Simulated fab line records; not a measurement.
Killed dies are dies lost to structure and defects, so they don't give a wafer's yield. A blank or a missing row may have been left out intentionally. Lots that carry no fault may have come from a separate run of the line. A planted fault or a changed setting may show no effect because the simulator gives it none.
Chamber matching | flow n5-finfet | N5_BEOL_M0_TRENCH_ETCH_107 on rie-diel-05: 4 sister chambers
The step etches SiOC in C4F6/O2, target depth 32.8 nm, time 16.4 s. 4 wafers are shown with their chamber, then 10 later ones without.

== EACH WAFER AND ITS CHAMBER ==
wafer  | chamber | throttle-valve-pct (%)
L083.1 | 1       | 20.41
L086.5 | 3       | 20.79
L088.1 | 2       | 21.17
L088.3 | 0       | 21.22

== WAFERS WITHOUT THEIR CHAMBER ==
wafer  | throttle-valve-pct (%)
L088.6 | 21.24
L090.2 | 20.81
L090.4 | 20.47
L090.6 | 21.19
L092.4 | 20.83
L092.5 | 20.47
L092.6 | 21.19
L097.4 | 20.50
L097.5 | 20.53
L097.6 | 20.92

== EACH ONE'S CHAMBER ==
wafer  | from the rows above     | in truth
L088.6 | can't be placed: 0 or 2 | 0
L090.2 | 3                       | 3
L090.4 | 1                       | 1
L090.6 | can't be placed: 2 or 0 | 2
L092.4 | 3                       | 3
L092.5 | 1                       | 1
L092.6 | can't be placed: 2 or 0 | 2
L097.4 | 1                       | 1
L097.5 | can't be placed: 1 or 3 | 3
L097.6 | can't be placed: 3 or 2 | 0
Placed correctly: 5 of 10. Can't be placed from these rows: 5 (the true chamber is among the candidates in 4). Placed wrongly: 0.
How it was worked out, from the rows above alone: a wafer's distance from a chamber is the root of the sum, over the readings, of the square of ((its reading less the chamber's mean) divided by the reading's scatter). If the next closest chamber is less than 2 further off than the closest, the wafer can't be placed; otherwise it belongs to the closest. The mean given for a chamber averages the wafers shown for that chamber. The scatter (one wafer shown for each chamber): square how far every hidden wafer sits from the nearest shown wafer, average those squares and take the square root.
